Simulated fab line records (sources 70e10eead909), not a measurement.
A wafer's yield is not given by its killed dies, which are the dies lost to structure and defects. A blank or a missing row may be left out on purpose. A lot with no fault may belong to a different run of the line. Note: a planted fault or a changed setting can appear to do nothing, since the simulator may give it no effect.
The same fault as seen by 2 desks	flow nand_harc	each desk holds nothing but its own numbers, with what lay behind them at the end

== THE METROLOGY DESK ==
What the gauges read, lot by lot, whatever tool the lot ran on: means of the sampled wafers that have a number. Marked OUT: a lot whose mean sits more than 4 standard deviations from the usual mean, which makes it out of limits; the brackets give that distance.
Columns: A = cd_nm at NHARC_A_ZERO_WELL_CD_MEAS_10, usual 1998.6 nm; B = thk_nm at NHARC_A_ONON_D1_THK_MEAS_08, usual 1002 nm
lot	first seen here	A	B
L852	day 6 16:28	1996.0	985
L853	day 7 08:58	1998.7	998
L854	day 7 11:22	1999.2	1007
L859	day 9 21:07	1994.1	1000
L861	day 10 16:25	1998.7	1209 (+24) OUT
L863	day 11 10:20	1999.7	1200 (+23) OUT
L867	day 13 01:23	1998.1	1004
L869	day 14 09:29	1999.7	1010
L870	day 14 14:47	1997.8	994
L872	day 14 20:32	1996.6	1006
L871	day 14 21:14	2000.7	992
L873	day 15 08:57	1999.2	1003
L875	day 16 01:10	2000.1	994
L874	day 16 02:13	1998.1	1019
This desk's verdict: out of limits on L861, L863, starting with L861 at day 11 20:18 (thk_nm at NHARC_A_ONON_D1_THK_MEAS_08). In limits: L852, L853, L854, L859, L867, L869, L870, L872, L871, L873, L875, L874.

== AT THE TOOL OWNER'S DESK: pecvd_onon-04 ==
The tool's own readings at NHARC_A_ONON_D1_DEP_06 (target thk 1000 nm): means of the sampled wafers that have a number, for each lot that ran on this tool. Marked OUT: a lot whose mean sits more than 4 standard deviations from the usual mean, which makes it out of limits; the brackets give that distance.
Columns: A = sih4_flow_sccm at NHARC_A_ONON_D1_DEP_06, usual 210.0 sccm
lot	first seen here	A
L861	day 11 19:47	209.6
L863	day 12 10:46	210.2
L870	day 15 16:11	210.1
L871	day 15 23:40	210.8
Result from this desk: across the 4 lots, nothing is out of limits.

== ALL TOGETHER ==
The metrology desk could have raised an alarm at day 11 20:18, on L861, L863.
The desk of the tool owner found nothing out of limits.
The tool owner's desk has L861, L863 on record, within its limits.
All the named lots went through NHARC_A_ONON_D1_DEP_06 on pecvd_onon-04.

== WHAT THE SIMULATOR HAD PUT IN ==
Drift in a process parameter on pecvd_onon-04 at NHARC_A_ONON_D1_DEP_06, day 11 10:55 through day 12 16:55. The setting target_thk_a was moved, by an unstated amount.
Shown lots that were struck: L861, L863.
Delay in hours, fault start to first out-of-limits reading, per desk: metrology desk 9.
